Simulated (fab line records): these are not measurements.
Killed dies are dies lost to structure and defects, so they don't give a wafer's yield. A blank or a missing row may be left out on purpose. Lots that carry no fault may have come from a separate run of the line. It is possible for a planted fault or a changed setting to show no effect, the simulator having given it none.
fab line records	flow n5_finfet
record lots=4	wafers=12	last_day=15
route steps=1938 shown HKMG_FIN@393 BEOL_M4@1111 PASSIVATION@1936
lots untouched by any fault: they come from a run of this same line in which no faults occurred
start_h: start of the lot's first displayed wafer, in hours after the record's first day	wait_h: how many hours have passed since the lot's step before this one	" unchanged from the row above	L1.1+2: a single row standing in for several wafers	- either no value or no given start	* or withheld: withheld	< > ~ a bound
route shown NAME@n: names a module that has steps shown in the file, with the first one's number in the route	usual: mean/standard deviation of fault-free wafers	same: alike in all rows	chamber/n: place in a boat	sites: the reading at each site	_std_site: standard deviation of those values	_edge_site: the outer-site mean with the inner-site mean subtracted	radius_mm: how far each site lies from the wafer's centre	mask NAME#n: copy n	behind: the most recent tool/chamber to have shaped the wafer	hold: reason for holding the lot/hours on hold/outcome of the hold	device: whichever transistor did not switch (one of n, p or np)	end of line: the tests these same wafers got at the end of their route	a step with no rows: only its recipe	killed: the dies lost at the first sort to structure and to defects; this is not the yield of the wafer	map: shows each die of a wafer: x if killed, . if not, _ if none is there
set.NAME: the run value of the setting; set.NAME@STEP: its run value at that earlier step	model.NAME: the simulator's own value behind a step, which no gauge read
lots at selected steps of the route; one table per step, one row per wafer
services: from which hour (start_h, from the record's first day; less than 0 if before it) a tool's chamber was out of use, for how many hours, and why
## steps
# step N5_HKMG_FIN_EBR_45
# recipe solvent=PGMEA	ebr_width_mm=1.5
# step N5_HKMG_FIN_SOFTBAKE_44
# recipe temp_c=110	time_s=60	resist=CAR-ArF
# step N5_HKMG_FIN_EXPOSE_46
# recipe mask_id=NDIPOLE	na=1.35	source_shape=conventional	sigma_outer=0.8	polarization=unpolarized	dose_mj=40
# step N5_HKMG_FIN_PEB_47
# recipe peb_temp_c=withheld	peb_time_s=60	resist=CAR-ArF
# step N5_HKMG_FIN_DEVELOP_48
# recipe develop_time_s=30	developer=TMAH	resist=CAR-ArF	rinse_liquid=diw	dry=air_spin	dev_temp_c=23
# step N5_HKMG_FIN_DESCUM_53
# recipe chemistry=O2	time_s=7.9	source_power_w=50	bias_power_w=20	pressure_mtorr=20	rf_frequency_hz=2.712e+07	temp_c=40	resist=CAR-ArF	o2_flow_sccm=225
# step N5_HKMG_FIN_ETCH_54
# recipe chemistry=CF4	target=SiARC	target_depth_a=455	mask_material=CAR-ArF	time_s=75.8	ion_energy_ev=80	pressure_mtorr=40	source_w=545	bias_w=36	Ar_flow_sccm=100	cf4_flow_sccm=100	ends=cleared
# step N5_HKMG_FIN_ETCH_55
# recipe chemistry=N2/H2	target=SOC	target_depth_a=2400	temp_c=40	time_s=300	ion_energy_ev=200	mask_material=SiARC	pressure_mtorr=30	source_w=840	bias_w=150	n2_flow_sccm=200	h2_flow_sccm=200
# step N5_HKMG_FIN_STRIP_56
# recipe chemistry=N2/H2	temp_c=40	n2_flow_sccm=200	h2_flow_sccm=200	rf_frequency_hz=6e+07
# step N5_HKMG_FIN_STRIP_57
# recipe chemistry=CF4	resist=SiARC	power_w=300	bias_power_w=75	pressure_mtorr=50	cf4_flow_sccm=150	rf_frequency_hz=6e+07
# usual bias_power_w=75.03/0.22	cf4_flow_sccm=150.0/0.47	drypump_motor_current_A=5.6/0.34	oes_product_au=0.77/0.065	rf_fwd_power_W=294.0/1.5	rf_vpp_V=271.7/1.3	showerhead_plenum_p_Torr=1.82/0.041	throttle_valve_pct=13.65/0.29
lot.wafer	tool	chamber	start_h	wait_h	bias_power_w	cf4_flow_sccm	drypump_motor_current_A	oes_product_au	rf_fwd_power_W	rf_hours_counter_h	rf_vpp_V	showerhead_plenum_p_Torr	throttle_valve_pct	model.SiARC_of_HKMG_FIN_COAT_42.thk_nm
L389.2	rie_diel-01	0	133.71	0.0	-	-	-	-	-	-	-	-	-	21
L389.4	"	3	"	"	-	-	-	-	-	-	-	-	-	21.6
L389.6	"	3	"	"	-	-	-	-	-	-	-	-	-	21.6
L390.1	rie_diel-03	2	137.74	0.0	-	-	-	-	-	-	-	-	-	22
L390.3	"	3	"	"	-	-	-	-	-	-	-	-	-	21.6
L390.5	"	3	"	"	-	-	-	-	-	-	-	-	-	21.8
L391.4	rie_diel-03	0	142.81	0.0	75.07	150.7	5.3	0.69	-	235	271.5	1.82	13.98	0
L391.5	"	1	"	"	74.71	150.2	5.8	0.78	292.3	-	271.6	1.83	13.57	0
L391.6	"	2	"	"	74.76	150.3	6.3	0.73	-	-	271.8	1.78	13.68	0
L394.2	rie_diel-03	1	160.34	0.0	74.84	150.7	5.8	0.77	293.3	110	270.7	1.83	13.58	0
L394.3	"	0	"	"	75.20	150.0	5.3	0.69	-	242	272.0	1.82	14.01	0
L394.5	"	1	"	"	74.96	149.4	5.8	0.77	294.9	-	269.7	1.83	13.57	0
# step N5_HKMG_FIN_ETCH_58
# recipe chemistry=N2/H2	target=SOC	target_depth_a=2158	ion_energy_ev=50	bias_w=13	time_s=741	pressure_mtorr=30	source_w=875	n2_flow_sccm=200	h2_flow_sccm=200
# step N5_HKMG_FIN_STRIP_93
# recipe chemistry=N2/H2	material=SOC	time_s=20	power_w=500	temp_c=40	pressure_mtorr=50	rf_frequency_hz=6e+07	bias_power_w=8	h2_frac=0.5	n2_flow_sccm=300	h2_flow_sccm=300
# step N5_HKMG_FIN_WET_ETCH_76
# recipe chemistry=dNH4OH	mix=1:50	temp_c=25	target=Al2O3	stop_on=La2O3	target_depth_nm=2.25	dry=ipa_marangoni	rinse_time_s=30	rinse_temp_c=23
# step N5_HKMG_FIN_STRIP_60
# recipe chemistry=N2/H2	power_w=2500	temp_c=300	h2_frac=0.65	time_s=360	pressure_mtorr=withheld	n2_flow_sccm=1750	h2_flow_sccm=3250
# usual drypump_motor_current_A=5.74/0.14	h2_flow_sccm=3250/8.6	heater_power_w=500/28
lot.wafer	tool	chamber	start_h	wait_h	drypump_motor_current_A	h2_flow_sccm	heater_power_w	rf_hours_counter_h	model.SOC_of_HKMG_FIN_COAT_41.thk_nm
L389.2	plasma_asher-01	0	134.31	0.0	5.92	3255	532	45	68.8
L389.4	"	1	"	"	5.64	3257	470	-	77.8
L389.6	"	1	"	"	5.64	3262	469	-	77.2
L390.1	plasma_asher-01	1	138.33	0.0	5.64	3253	461	46	87.4
L390.3	"	1	"	"	5.65	3244	471	-	78.4
L390.5	"	1	"	"	5.65	3243	466	-	79.8
L391.4	plasma_asher-02	0	143.52	0.1	5.84	3258	494	-	0
L391.5	"	0	"	"	5.82	3242	484	-	0
L391.6	"	1	"	"	5.59	3248	495	-	0
L394.2	plasma_asher-02	1	160.94	0.0	5.57	3251	492	102	0
L394.3	"	0	"	"	5.87	3250	504	-	0
L394.5	"	0	"	"	5.83	3256	503	-	0
# step N5_HKMG_FIN_WET_ETCH_77
# recipe chemistry=dHCl	mix=1:10000	temp_c=25	target=La2O3	stop_on=HfO2	target_depth_nm=2
# step N5_HKMG_FIN_WET_ETCH_78
# recipe chemistry=dNH4OH	mix=1:50	temp_c=25	target=Al2O3	stop_on=La2O3	target_depth_nm=4.5	dry=ipa_marangoni	rinse_time_s=30	rinse_temp_c=23
# step N5_HKMG_FIN_ALD_79
# recipe material=TiN	target_thk_a=15	temp_c=400	ald_precursor_family=TiCl4	ald_co_reactant=NH3	pulse_time_s=1	purge_time_s=3	co_reactant_purge_time_s=2	co_reactant_pulse_time_s=2	ald_cycles=68	pressure_torr=3
# step N5_HKMG_FIN_CVD_62
# recipe material=a-Si	target_thk_a=30	temp_c=500	precursor=Si2H6	pressure_torr=1	time_s=20.8
# step N5_HKMG_FIN_RTA_80
# recipe temp_c=withheld	time_s=2	ambient=N2	idle_temp_c=600	ramp_up_c_per_s=150	ramp_down_c_per_s=60	cool_to_c=600
# step N5_HKMG_FIN_PRECLEAN_64
# recipe chemistry=dHF	time_s=30	temp_c=25	dilution=withheld
# step N5_HKMG_FIN_WET_ETCH_65
# recipe chemistry=TMAH	temp_c=70	conc_wt_pct=5	target=a-Si	stop_on=TiN	time_s=49	target_depth_nm=3
# step N5_HKMG_FIN_WET_ETCH_81
# recipe chemistry=SC1	target=TiN	stop_on=HfO2	mix=1:1:5	temp_c=60	time_s=57	target_depth_nm=6
# step N5_HKMG_FIN_WET_ETCH_82
# recipe chemistry=dHCl	mix=1:10000	temp_c=25	target=La2O3	stop_on=HfO2	target_depth_nm=2	dry=ipa_marangoni	rinse_time_s=30	rinse_temp_c=23
# step N5_HKMG_FIN_ALD_36
# recipe material=TiN	target_thk_a=10	temp_c=400	ald_precursor_family=TiCl4	ald_co_reactant=NH3	pulse_time_s=1	purge_time_s=3	co_reactant_purge_time_s=2	co_reactant_pulse_time_s=2	ald_cycles=47	pressure_torr=3
# step N5_HKMG_FIN_PWFM_ALD_03
# recipe material=TiN	target_thk_a=20	temp_c=400	ald_precursor_family=TiCl4	ald_co_reactant=NH3	pulse_time_s=1	purge_time_s=3	co_reactant_purge_time_s=2	co_reactant_pulse_time_s=2	ald_cycles=91	pressure_torr=3
# step N5_HKMG_FIN_COAT_29
# recipe resist=SOC	temp_c=250	time_s=60	spin_rpm=1500	resist_thk_nm=300
# step N5_HKMG_FIN_COAT_30
# recipe resist=SiARC	temp_c=220	time_s=60	spin_rpm=1500	resist_thk_nm=35
# step N5_HKMG_FIN_COAT_06
# recipe resist=CAR-ArF	spin_rpm=1500	resist_thk_nm=90
# step N5_HKMG_FIN_EBR_08
# recipe solvent=PGMEA	ebr_width_mm=1.5
# step N5_HKMG_FIN_SOFTBAKE_07
# recipe temp_c=110	time_s=60	resist=CAR-ArF
# step N5_HKMG_FIN_EXPOSE_09
# recipe mask_id=NWFM	na=1.35	source_shape=conventional	sigma_outer=0.8	polarization=unpolarized	dose_mj=39.25
# step N5_HKMG_FIN_PEB_10
# recipe peb_temp_c=withheld	peb_time_s=60	resist=CAR-ArF
# step N5_HKMG_FIN_DEVELOP_11
# recipe develop_time_s=30	developer=TMAH	resist=CAR-ArF	dev_temp_c=23	rinse_liquid=diw	dry=air_spin
# step N5_HKMG_FIN_INSPECT_14
# recipe mode=adi	inspect_instrument=macro
# usual raw_defect_count=2.2/1.4
lot.wafer	tool	chamber	start_h	wait_h	raw_defect_count
L389.2	defect_inspect-02	-	136.80	0.0	21
L389.4	"	-	"	"	22
L389.6	"	-	"	"	21
L390.1	defect_inspect-01	-	140.80	0.0	23
L390.3	"	-	"	"	21
L390.5	"	-	"	"	15
L391.4	defect_inspect-02	-	145.79	0.0	0
L391.5	"	-	"	"	2
L391.6	"	-	"	"	1
L394.2	defect_inspect-01	-	163.28	0.0	2
L394.3	"	-	"	"	2
L394.5	"	-	"	"	3
# step N5_HKMG_FIN_DESCUM_17
# recipe chemistry=O2	time_s=7.9	source_power_w=50	bias_power_w=20	pressure_mtorr=20	rf_frequency_hz=2.712e+07	temp_c=40	resist=CAR-ArF	o2_flow_sccm=225
# step N5_BEOL_M4_RC_MEAS_101
# usual DIBL_N=36.1/1.6	DIBL_P=35.7/1.8	IOFF_N=0.159/0.027	IOFF_P=0.21/0.03	ION_N=673/10	ION_P=462/7.4	SS_N=71.4/0.56	SS_P=73.2/0.61	VT_N=249.7/3	VT_P=-250/3.1
lot.wafer	tool	chamber	start_h	wait_h	DIBL_N[mV/V]	DIBL_P[mV/V]	IOFF_N[nA/um]	IOFF_P[nA/um]	ION_N[uA/um]	ION_P[uA/um]	SS_N[mV/dec]	SS_P[mV/dec]	VT_N[mV]	VT_P[mV]
L391.4	prober-01	0	237.87	0.5	37.7	37.7	0.182	0.25	672	459	71.7	74.1	249.3	-246
L391.5	"	0	"	"	34.0	31.8	0.114	0.16	661	456	71.4	72.5	254.6	-254
L391.6	"	0	"	"	39.2	39.0	0.219	0.27	674	466	71.7	74.4	243.8	-246
L394.2	prober-01	0	255.44	0.2	38.8	37.8	0.196	0.23	686	465	72.3	73.6	246.6	-250
L394.3	"	0	"	"	38.3	37.8	0.196	0.21	685	455	72.3	74.2	247.3	-251
L394.5	"	0	"	"	36.5	34.4	0.146	0.18	679	463	71.3	72.9	251.6	-253
# step N5_PASSIVATION_PROBE_49
# usual defect_limited_yield=91.0/1.3	killed_at_M0_to_M3=33/10	killed_at_M4_up=14/5.6	killed_at_contacts=12/5.8	killed_at_front_end=43/11	killed_at_other=4.1/2.8	killed_dies=106/15	killed_on_rim=14/3.9	killed_open=70/12	killed_short=34/7.5	sort_bin_5_function=5.3/0.88	sort_bin_6_memory=3.3/0.64	sort_n_pass=1074/15	sort_yield_pct=91.0/1.3
# same gross_dies=1180	killed_at_back_side=0	sort_bin_4_leakage[%]=0	sort_bin_8_speed[%]=0
lot.wafer	tool	chamber	start_h	wait_h	defect_limited_yield[%]	killed_at_M0_to_M3	killed_at_M4_up	killed_at_contacts	killed_at_front_end	killed_at_other	killed_dies	killed_on_rim	killed_open	killed_short	sort_bin_5_function[%]	sort_bin_6_memory[%]	sort_n_pass	sort_yield_pct[%]
L391.4	prober-01	-	340.87	0.2	91.8	28	22	10	37	0	97	6	63	32	3.6	4.4	1083	91.8
L391.5	prober-01	-	340.92	0.2	91.9	38	11	7	38	2	96	10	57	38	4.5	3.3	1084	91.9
L391.6	prober-01	-	340.97	0.3	91.3	41	23	5	29	5	103	18	73	28	4.7	3.9	1077	91.3
L389.2	prober-02	-	341.36	0.1	0	41	14	2	1117	6	1180	152	76	34	95.8	4.1	0	0
L389.4	prober-02	-	341.46	0.2	0	27	23	12	1115	3	1180	152	79	34	95.9	3.5	0	0
L389.6	prober-02	-	341.56	0.3	0	44	15	7	1106	8	1180	152	82	39	96.2	3.4	0	0
L390.1	prober-01	-	347.30	0.0	0	47	8	14	1110	1	1180	152	65	37	96.6	3.2	0	0
L390.3	prober-01	-	347.40	0.1	0	42	12	5	1119	2	1180	152	55	43	95.6	3.6	0	0
L390.5	prober-01	-	347.50	0.2	0	52	9	16	1098	5	1180	152	67	44	96.1	3.7	0	0
L394.2	prober-01	-	356.75	0.1	91.4	27	26	11	37	1	102	13	69	29	5.3	3.1	1078	91.4
L394.3	prober-01	-	356.80	0.1	90.2	48	24	4	40	0	116	16	88	25	5.4	4.2	1064	90.2
L394.5	prober-01	-	356.90	0.2	89.3	41	15	14	54	2	126	16	82	40	5.7	4.2	1054	89.3
# killed by level:class
L391.4 FIN_SAQP:geometric_particle:short=8 MOL_CONTACT_COAG:geometric_particle:open=8 BEOL_M5:geometric_particle:open=8 BEOL_M0_SAQP:geometric_particle:open=7 FIN_SAQP:geometric_particle:open=6 BEOL_M3:geometric_particle:open=6 BEOL_M0_SAQP:geometric_particle:short=6 DUMMY_GATE:geometric_particle:open=4
L391.5 FIN_SAQP:geometric_particle:short=12 BEOL_M0_SAQP:geometric_particle:open=11 BEOL_M0_SAQP:geometric_particle:short=10 FIN_SAQP:geometric_particle:open=9 STI_FIN_REVEAL:geometric_particle:open=9 BEOL_M1:geometric_particle:open=7 MOL_CONTACT_COAG:geometric_particle:open=5 BEOL_M3:geometric_particle:open=4
L391.6 BEOL_M0_SAQP:geometric_particle:open=10 BEOL_M4:geometric_particle:open=10 BEOL_M0_SAQP:geometric_particle:short=8 BEOL_M1:geometric_particle:open=8 BEOL_M3:geometric_particle:open=6 DUMMY_GATE:geometric_particle:open=5 BEOL_M2:geometric_particle:open=5 STARTING-WAFER:geometric_particle:short=5
L389.2 HKMG_FIN:area_ald=1069 STI_FIN_REVEAL:geometric_particle:open=16 BEOL_M3:geometric_particle:open=12 FIN_SAQP:geometric_particle:open=9 BEOL_M0_SAQP:geometric_particle:open=6 BEOL_M4:geometric_particle:open=6 BEOL_M0:geometric_particle:open=5 BEOL_M3:geometric_particle:short=5
L389.4 HKMG_FIN:area_ald=1067 FIN_SAQP:geometric_particle:open=15 MOL_CONTACT_COAG:geometric_particle:open=11 STI_FIN_REVEAL:geometric_particle:open=9 BEOL_M4:geometric_particle:open=7 FIN_SAQP:geometric_particle:short=6 BEOL_M0:geometric_particle:open=6 GATE_CUT:geometric_particle:short=5
L389.6 HKMG_FIN:area_ald=1058 FIN_SAQP:geometric_particle:open=13 BEOL_M0_SAQP:geometric_particle:short=10 FIN_SAQP:geometric_particle:short=9 STI_FIN_REVEAL:geometric_particle:open=9 BEOL_M0_SAQP:geometric_particle:open=9 BEOL_M0:geometric_particle:open=7 BEOL_M4:geometric_particle:open=7
L390.1 HKMG_FIN:area_ald=1076 BEOL_M0_SAQP:geometric_particle:open=11 MOL_CONTACT_COAG:geometric_particle:open=10 BEOL_M0_SAQP:geometric_particle:short=9 BEOL_M2:geometric_particle:open=7 BEOL_M1:geometric_particle:open=6 BEOL_M3:geometric_particle:open=6 FIN_SAQP:geometric_particle:short=5
L390.3 HKMG_FIN:area_ald=1082 BEOL_M0_SAQP:geometric_particle:short=12 FIN_SAQP:geometric_particle:short=10 STI_FIN_REVEAL:geometric_particle:open=10 BEOL_M0_SAQP:geometric_particle:open=6 BEOL_M1:geometric_particle:open=6 BEOL_M2:geometric_particle:open=5 BEOL_M2:geometric_particle:short=4
L390.5 HKMG_FIN:area_ald=1069 BEOL_M0_SAQP:geometric_particle:short=15 MOL_CONTACT_COAG:geometric_particle:open=14 STI_FIN_REVEAL:geometric_particle:open=12 BEOL_M0_SAQP:geometric_particle:open=10 BEOL_M2:geometric_particle:short=10 BEOL_M3:geometric_particle:open=8 BEOL_M1:geometric_particle:open=5
L394.2 STI_FIN_REVEAL:geometric_particle:open=9 BEOL_M4:geometric_particle:open=9 MOL_CONTACT_COAG:geometric_particle:open=8 FIN_SAQP:geometric_particle:open=7 BEOL_M2:geometric_particle:open=7 FIN_SAQP:geometric_particle:short=6 BEOL_M1:geometric_particle:open=5 BEOL_M3:geometric_particle:open=4
L394.3 BEOL_M2:geometric_particle:open=15 BEOL_M4:geometric_particle:open=13 BEOL_M0_SAQP:geometric_particle:open=11 FIN_SAQP:geometric_particle:short=9 STI_FIN_REVEAL:geometric_particle:open=9 FIN_SAQP:geometric_particle:open=7 BEOL_M1:geometric_particle:open=7 BEOL_M0_SAQP:geometric_particle:short=6
L394.5 FIN_SAQP:geometric_particle:open=14 FIN_SAQP:geometric_particle:short=14 STI_FIN_REVEAL:geometric_particle:open=11 MOL_CONTACT_COAG:geometric_particle:open=10 BEOL_M3:geometric_particle:open=8 BEOL_M1:geometric_particle:open=6 BEOL_M0_SAQP:geometric_particle:short=6 BEOL_M0_SAQP:geometric_particle:open=6
# map L389.2 (x killed, . not)
_________________xxxxxxxxxxxx________________
______________xxxxxxxxxxxxxxxxxx_____________
___________xxxxxxxxxxxxxxxxxxxxxxxx__________
__________xxxxxxxxxxxxxxxxxxxxxxxxxx_________
________xxxxxxxxxxxxxxxxxxxxxxxxxxxxxx_______
_______xxxxxxxxxxxxxxxxxxxxxxxxxxxxxxxx______
______xxxxxxxxxxxxxxxxxxxxxxxxxxxxxxxxxx_____
_____xxxxxxxxxxxxxxxxxxxxxxxxxxxxxxxxxxxx____
____xxxxxxxxxxxxxxxxxxxxxxxxxxxxxxxxxxxxxx___
___xxxxxxxxxxxxxxxxxxxxxxxxxxxxxxxxxxxxxxxx__
___xxxxxxxxxxxxxxxxxxxxxxxxxxxxxxxxxxxxxxxx__
__xxxxxxxxxxxxxxxxxxxxxxxxxxxxxxxxxxxxxxxxxx_
__xxxxxxxxxxxxxxxxxxxxxxxxxxxxxxxxxxxxxxxxxx_
_xxxxxxxxxxxxxxxxxxxxxxxxxxxxxxxxxxxxxxxxxxxx
_xxxxxxxxxxxxxxxxxxxxxxxxxxxxxxxxxxxxxxxxxxxx
_xxxxxxxxxxxxxxxxxxxxxxxxxxxxxxxxxxxxxxxxxxxx
_xxxxxxxxxxxxxxxxxxxxxxxxxxxxxxxxxxxxxxxxxxxx
_xxxxxxxxxxxxxxxxxxxxxxxxxxxxxxxxxxxxxxxxxxxx
_xxxxxxxxxxxxxxxxxxxxxxxxxxxxxxxxxxxxxxxxxxxx
_xxxxxxxxxxxxxxxxxxxxxxxxxxxxxxxxxxxxxxxxxxxx
_xxxxxxxxxxxxxxxxxxxxxxxxxxxxxxxxxxxxxxxxxxxx
__xxxxxxxxxxxxxxxxxxxxxxxxxxxxxxxxxxxxxxxxxx_
__xxxxxxxxxxxxxxxxxxxxxxxxxxxxxxxxxxxxxxxxxx_
___xxxxxxxxxxxxxxxxxxxxxxxxxxxxxxxxxxxxxxxx__
___xxxxxxxxxxxxxxxxxxxxxxxxxxxxxxxxxxxxxxxx__
____xxxxxxxxxxxxxxxxxxxxxxxxxxxxxxxxxxxxxx___
_____xxxxxxxxxxxxxxxxxxxxxxxxxxxxxxxxxxxx____
______xxxxxxxxxxxxxxxxxxxxxxxxxxxxxxxxxx_____
_______xxxxxxxxxxxxxxxxxxxxxxxxxxxxxxxx______
________xxxxxxxxxxxxxxxxxxxxxxxxxxxxxx_______
__________xxxxxxxxxxxxxxxxxxxxxxxxxx_________
___________xxxxxxxxxxxxxxxxxxxxxxxx__________
______________xxxxxxxxxxxxxxxxxx_____________
_________________xxxxxxxxxxxx________________
# map L390.1 (x killed, . not)
_________________xxxxxxxxxxxx________________
______________xxxxxxxxxxxxxxxxxx_____________
___________xxxxxxxxxxxxxxxxxxxxxxxx__________
__________xxxxxxxxxxxxxxxxxxxxxxxxxx_________
________xxxxxxxxxxxxxxxxxxxxxxxxxxxxxx_______
_______xxxxxxxxxxxxxxxxxxxxxxxxxxxxxxxx______
______xxxxxxxxxxxxxxxxxxxxxxxxxxxxxxxxxx_____
_____xxxxxxxxxxxxxxxxxxxxxxxxxxxxxxxxxxxx____
____xxxxxxxxxxxxxxxxxxxxxxxxxxxxxxxxxxxxxx___
___xxxxxxxxxxxxxxxxxxxxxxxxxxxxxxxxxxxxxxxx__
___xxxxxxxxxxxxxxxxxxxxxxxxxxxxxxxxxxxxxxxx__
__xxxxxxxxxxxxxxxxxxxxxxxxxxxxxxxxxxxxxxxxxx_
__xxxxxxxxxxxxxxxxxxxxxxxxxxxxxxxxxxxxxxxxxx_
_xxxxxxxxxxxxxxxxxxxxxxxxxxxxxxxxxxxxxxxxxxxx
_xxxxxxxxxxxxxxxxxxxxxxxxxxxxxxxxxxxxxxxxxxxx
_xxxxxxxxxxxxxxxxxxxxxxxxxxxxxxxxxxxxxxxxxxxx
_xxxxxxxxxxxxxxxxxxxxxxxxxxxxxxxxxxxxxxxxxxxx
_xxxxxxxxxxxxxxxxxxxxxxxxxxxxxxxxxxxxxxxxxxxx
_xxxxxxxxxxxxxxxxxxxxxxxxxxxxxxxxxxxxxxxxxxxx
_xxxxxxxxxxxxxxxxxxxxxxxxxxxxxxxxxxxxxxxxxxxx
_xxxxxxxxxxxxxxxxxxxxxxxxxxxxxxxxxxxxxxxxxxxx
__xxxxxxxxxxxxxxxxxxxxxxxxxxxxxxxxxxxxxxxxxx_
__xxxxxxxxxxxxxxxxxxxxxxxxxxxxxxxxxxxxxxxxxx_
___xxxxxxxxxxxxxxxxxxxxxxxxxxxxxxxxxxxxxxxx__
___xxxxxxxxxxxxxxxxxxxxxxxxxxxxxxxxxxxxxxxx__
____xxxxxxxxxxxxxxxxxxxxxxxxxxxxxxxxxxxxxx___
_____xxxxxxxxxxxxxxxxxxxxxxxxxxxxxxxxxxxx____
______xxxxxxxxxxxxxxxxxxxxxxxxxxxxxxxxxx_____
_______xxxxxxxxxxxxxxxxxxxxxxxxxxxxxxxx______
________xxxxxxxxxxxxxxxxxxxxxxxxxxxxxx_______
__________xxxxxxxxxxxxxxxxxxxxxxxxxx_________
___________xxxxxxxxxxxxxxxxxxxxxxxx__________
______________xxxxxxxxxxxxxxxxxx_____________
_________________xxxxxxxxxxxx________________
## services
tool	chamber	start_h	hours	kind
rie_diel-01	0	113.19	5.2	repair
plasma_asher-02	-	120.05	2.5	pm
plasma_asher-02	-	146.20	4.0	pm
## key
first_sign step=N5_HKMG_FIN_STRIP_57	reading=tool_record	direction=missing
effect step=N5_HKMG_FIN_INSPECT_14	reading=raw_defect_count	direction=up	sigmas=13	usual=2.2	struck=20.5
effect step=N5_PASSIVATION_PROBE_49	reading=sort_bin_5_function	direction=up	sigmas=99+	usual=5.3	struck=96.0
model_effect step=N5_HKMG_FIN_STRIP_57	value=SiARC_of_HKMG_FIN_COAT_42.thk_nm	without=0	struck=21.6
model_effect step=N5_HKMG_FIN_STRIP_60	value=SOC_of_HKMG_FIN_COAT_41.thk_nm	without=0	struck=78.23
more_kills_born_at N5_HKMG_FIN_ALD_79@ald_metal-04=3227	N5_HKMG_FIN_ALD_79@ald_metal-01=3194
met_at N5_HKMG_FIN_STRIP_57
struck_wafers L389.2,L389.4,L389.6,L390.1,L390.3,L390.5
later_rows_left_out L389.2,L389.4,L389.6,L390.1,L390.3,L390.5
fault kind=skipped_step_whole	tool=rie_diel-01,rie_diel-03	chamber=-	onset_h=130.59	steps=N5_HKMG_FIN_STRIP_57	scope=struck_lots_only
# later_rows_left_out: the simulator's readings of these wafers behind a module that went badly wrong aren't trusted and aren't shown, but for the sort
